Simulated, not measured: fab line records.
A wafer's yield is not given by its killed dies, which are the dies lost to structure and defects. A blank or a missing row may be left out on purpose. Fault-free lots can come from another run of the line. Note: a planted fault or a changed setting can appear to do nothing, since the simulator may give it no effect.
Matching of chambers :: flow nand_harc :: NHARC_THIN_TSV_DEP_43 on pecvd-02: 3 sister chambers
The step deposits SiO2, target thk 1328.5 nm. 14 wafers are shown with their chamber, then 7 later ones without.

## EACH WAFER AND ITS CHAMBER
wafer: L758.2
chamber: 2
throttle_valve_pct (%): 15.4

wafer: L758.4
chamber: 2
throttle_valve_pct (%): 15.2

wafer: L758.5
chamber: 0
throttle_valve_pct (%): 16.7

wafer: L757.1
chamber: 2
throttle_valve_pct (%): 15.3

wafer: L757.3
chamber: 0
throttle_valve_pct (%): 16.6

wafer: L757.5
chamber: 0
throttle_valve_pct (%): 16.9

wafer: L764.1
chamber: 0
throttle_valve_pct (%): 16.6

wafer: L764.2
chamber: 2
throttle_valve_pct (%): 15.2

wafer: L764.3
chamber: 1
throttle_valve_pct (%): 15.7

wafer: L767.1
chamber: 0
throttle_valve_pct (%): 16.8

wafer: L767.2
chamber: 1
throttle_valve_pct (%): 15.8

wafer: L767.6
chamber: 1
throttle_valve_pct (%): 15.6

wafer: L766.3
chamber: 2
throttle_valve_pct (%): 15.3

wafer: L766.4
chamber: 2
throttle_valve_pct (%): 15.5

SIGNATURES (averages over the wafers above)
reading: throttle_valve_pct
chamber 0: 16.720
chamber 1: 15.700
chamber 2: 15.317
scatter within a chamber: 0.119
Rule: for each reading, subtract the chamber's mean from the wafer's reading, divide by that reading's scatter and square the result; add these up over the readings and take the root, which gives the wafer's distance from the chamber. The wafer belongs to the nearest chamber; if the next one is less than 2 further off, it can't be placed. The scatter is the square root of a quotient: the sum, over the shown wafers, of each reading's squared deviation from its chamber's mean, divided by wafers minus chambers.

## WAFERS WITH NO CHAMBER GIVEN
wafer: L766.5
throttle_valve_pct (%): 16.0

wafer: L772.1
throttle_valve_pct (%): 15.7

wafer: L772.3
throttle_valve_pct (%): 14.5

wafer: L772.5
throttle_valve_pct (%): 14.5

wafer: L776.2
throttle_valve_pct (%): 16.7

wafer: L776.4
throttle_valve_pct (%): 14.6

wafer: L776.5
throttle_valve_pct (%): 16.4

## WHICH CHAMBER EACH WENT THROUGH
wafer: L766.5
from the rows above: 1
in truth: 1

wafer: L772.1
from the rows above: 1
in truth: 1

wafer: L772.3
from the rows above: 2
in truth: 2

wafer: L772.5
from the rows above: 2
in truth: 2

wafer: L776.2
from the rows above: 0
in truth: 0

wafer: L776.4
from the rows above: 2
in truth: 2

wafer: L776.5
from the rows above: 0
in truth: 0
7 of 7 placed correctly. Can't be placed from these rows: 0. Wrongly placed: 0.
